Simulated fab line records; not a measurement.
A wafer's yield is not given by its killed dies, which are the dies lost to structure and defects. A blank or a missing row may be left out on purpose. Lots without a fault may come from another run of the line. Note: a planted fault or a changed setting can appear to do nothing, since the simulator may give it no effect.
Matching of chambers | flow n5_finfet | N5_DUMMY_REMOVAL_STRIP_10 on rie_diel-01: 4 sister chambers
The step strips in N2/H2, time 40 s. 18 wafers are shown with their chamber, then 9 later ones without.

## WAFERS WITH THEIR CHAMBER
wafer  | chamber | showerhead_plenum_p_Torr (Torr) | drypump_motor_current_A (A) | oes_product_au (a.u.)
L075.3 | 2       | 3.49                            | 6.1                         | 0.70
L075.4 | 3       | 3.54                            | 6.3                         | 0.82
L075.6 | 2       | 3.49                            | 6.1                         | 0.71
L076.1 | 1       | 3.29                            | 6.1                         | 0.82
L076.5 | 3       | 3.54                            | 6.4                         | 0.82
L076.6 | 0       | 3.17                            | 6.1                         | 0.84
L078.1 | 2       | 3.48                            | 6.1                         | 0.69
L078.2 | 0       | 3.16                            | 6.1                         | 0.83
L078.4 | 3       | 3.54                            | 6.4                         | 0.81
L081.2 | 0       | 3.16                            | 6.1                         | 0.83
L081.5 | 1       | 3.29                            | 6.1                         | 0.81
L081.6 | 2       | 3.48                            | 6.1                         | 0.70
L093.1 | 3       | 3.52                            | 6.3                         | 0.78
L093.3 | 0       | 3.15                            | 6.1                         | 0.80
L093.4 | 1       | 3.27                            | 6.1                         | 0.79
L094.1 | 1       | 3.27                            | 6.2                         | 0.79
L094.4 | 0       | 3.15                            | 6.1                         | 0.80
L094.6 | 0       | 3.15                            | 6.1                         | 0.80

SIGNATURES (means of the wafers above)
reading                  | chamber 0 | chamber 1 | chamber 2 | chamber 3 | scatter within a chamber
showerhead_plenum_p_Torr | 3.1567    | 3.2800    | 3.4850    | 3.5350    | 0.009
drypump_motor_current_A  | 6.100     | 6.125     | 6.100     | 6.350     | 0.0354
oes_product_au           | 0.8167    | 0.8025    | 0.7000    | 0.8075    | 0.0162
Rule: distance of a wafer from a chamber = root of the sum over the readings of ((wafer's reading minus chamber's mean) / reading's scatter) squared. If the next closest chamber is less than 2 further off than the closest, the wafer can't be placed; otherwise it belongs to the closest. How the scatter is found: for the shown wafers, subtract from each reading the mean of its chamber, square and add these, divide the total by (wafers less chambers), then take the root.

## WAFERS WITH NO CHAMBER GIVEN
wafer  | showerhead_plenum_p_Torr (Torr) | drypump_motor_current_A (A) | oes_product_au (a.u.)
L095.1 | 3.27                            | 6.1                         | 0.78
L095.4 | 3.52                            | 6.3                         | 0.78
L095.6 | 3.27                            | 6.1                         | 0.78
L096.3 | 3.27                            | 6.1                         | 0.78
L096.4 | 3.52                            | 6.3                         | 0.78
L096.5 | 3.27                            | 6.1                         | 0.79
L097.3 | 3.52                            | 6.3                         | 0.77
L097.4 | 3.27                            | 6.1                         | 0.78
L097.6 | 3.47                            | 6.1                         | 0.95

## CHAMBER TAKEN BY EACH
wafer  | from the rows above | in truth
L095.1 | 1                   | 1
L095.4 | 3                   | 3
L095.6 | 1                   | 1
L096.3 | 1                   | 1
L096.4 | 3                   | 3
L096.5 | 1                   | 1
L097.3 | 3                   | 3
L097.4 | 1                   | 1
L097.6 | 3                   | 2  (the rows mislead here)
Correct placement for 8 of the 9. Left unplaced by these rows: 0. Wrongly placed: 1.
